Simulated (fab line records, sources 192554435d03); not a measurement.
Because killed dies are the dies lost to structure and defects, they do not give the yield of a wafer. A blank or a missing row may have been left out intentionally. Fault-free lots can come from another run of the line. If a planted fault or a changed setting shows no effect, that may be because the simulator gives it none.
Matching of chambers ; flow n5Finfet ; N5_HKMG_FIN_ETCH_32 on rieDiel-06 has 4 sister chambers
The step etches SOC in N2/H2, target depth 240 nm, time 300 s. 14 wafers are shown with their chamber, then 7 later ones without.

== WAFERS WITH THEIR CHAMBER ==
wafer;chamber;drypumpMotorCurrentA (A);showerheadPlenumPTorr (Torr);throttleValvePct (%)
L076.3;1;5.92;2.61;17.95
L076.4;0;5.57;2.52;17.67
L076.6;2;5.67;2.56;17.80
L077.3;3;6.04;2.57;17.56
L077.4;1;5.93;2.61;17.93
L077.6;1;5.93;2.61;17.97
L087.1;0;5.61;2.51;17.70
L087.4;3;6.07;2.56;17.58
L087.5;1;5.95;2.60;17.98
L088.2;1;5.93;2.60;17.98
L088.4;3;6.05;2.56;17.60
L088.6;1;5.93;2.60;18.01
L094.1;0;5.55;2.51;17.73
L094.2;2;5.66;2.55;17.86

SIGNATURES (means of the wafers above)
reading;chamber 0;chamber 1;chamber 2;chamber 3;scatter within a chamber
drypumpMotorCurrentA;5.5767;5.9317;5.6650;6.0533;0.0169
showerheadPlenumPTorr;2.5133;2.6050;2.5550;2.5633;0.00577
throttleValvePct;17.7000;17.9700;17.8300;17.5800;0.0286
Rule: distance of a wafer from a chamber = root of the sum over the readings of ((wafer's reading minus chamber's mean) / reading's scatter) squared. If the next closest chamber is less than 2 further off than the closest, the wafer can't be placed; otherwise it belongs to the closest. The scatter: the root of (the sum of the squares of (reading less its chamber's mean) over the shown wafers, divided by (wafers less chambers)).

== WAFERS WHOSE CHAMBER IS MISSING ==
wafer;drypumpMotorCurrentA (A);showerheadPlenumPTorr (Torr);throttleValvePct (%)
L094.4;5.65;2.55;17.87
L096.1;5.60;2.50;17.72
L096.2;5.69;2.54;17.88
L096.3;6.07;2.56;17.65
L097.1;6.04;2.55;17.64
L097.2;5.68;2.54;17.89
L097.6;5.57;2.50;17.74

== CHAMBER TAKEN BY EACH ==
wafer;from the rows above;in truth
L094.4;2;2
L096.1;0;0
L096.2;2;2
L096.3;3;3
L097.1;3;3
L097.2;2;2
L097.6;0;0
Correctly placed: 7 of 7. Not placeable from these rows: 0. 0 placed wrongly.
